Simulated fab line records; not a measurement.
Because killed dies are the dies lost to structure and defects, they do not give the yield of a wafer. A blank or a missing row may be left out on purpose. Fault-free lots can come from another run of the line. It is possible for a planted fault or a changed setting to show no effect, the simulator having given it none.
Chamber matching ; flow n5_finfet ; N5_BEOL_M8_ILD_DEP_00 on pecvd-03 has 3 sister chambers
The step deposits SiCOH lowk from DEMS/porogen, target thk 179.75 nm, time 33.4 s. 20 wafers are shown with their chamber, then 10 later ones without.

## WAFERS PAIRED WITH THEIR CHAMBERS
wafer;chamber;heater_power_outer_w (W);throttle_valve_pct (%);heater_power_w (W)
L074.2;2;211;13.1;390
L074.3;1;124;13.7;310
L074.4;1;124;13.5;303
L076.3;2;199;13.1;376
L076.5;1;104;13.6;275
L076.6;0;164;13.1;333
L077.2;2;214;13.2;395
L077.3;0;132;13.0;291
L077.4;0;135;13.4;287
L078.1;1;122;13.6;310
L078.4;2;211;13.2;389
L078.5;1;129;13.8;315
L081.3;1;133;13.6;320
L081.5;2;193;13.3;369
L081.6;1;133;13.6;320
L088.2;0;163;13.1;333
L088.5;2;203;13.3;390
L088.6;0;170;13.1;339
L087.1;2;199;13.1;371
L087.2;0;157;13.1;322

SIGNATURES (means of the wafers above)
reading;chamber 0;chamber 1;chamber 2;scatter within a chamber
heater_power_outer_w;153.50;124.14;204.29;11.5
throttle_valve_pct;13.133;13.629;13.186;0.107
heater_power_w;317.50;307.57;382.86;16.7
Rule: for a wafer and a chamber, the distance is found by dividing, reading by reading, the gap between the wafer's reading and the chamber's mean by the reading's scatter, squaring, summing and taking the root. The wafer belongs to the nearest chamber; if the next one is less than 2 further off, it can't be placed. The scatter: take each reading less its chamber's mean, square it, sum over the shown wafers, divide by the number of wafers less the number of chambers, and take the root.

## WAFERS WITH NO CHAMBER GIVEN
wafer;heater_power_outer_w (W);throttle_valve_pct (%);heater_power_w (W)
L087.3;112;13.7;301
L090.2;113;13.0;259
L090.3;194;13.3;363
L090.6;121;13.6;267
L096.1;95;13.6;270
L096.3;163;13.2;336
L096.6;128;13.1;291
L097.3;139;13.5;293
L097.4;86;13.8;253
L097.6;145;13.2;306

## CHAMBER TAKEN BY EACH
wafer;from the rows above;in truth
L087.3;1;1
L090.2;can't be placed: 0 or 1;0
L090.3;2;2
L090.6;1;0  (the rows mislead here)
L096.1;1;1
L096.3;0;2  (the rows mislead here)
L096.6;0;0
L097.3;can't be placed: 1 or 0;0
L097.4;1;1
L097.6;0;0
Placed correctly: 6 of 10. Unplaceable from these rows: 2, with the true chamber sitting among the candidates in 2. Number placed wrongly: 2.
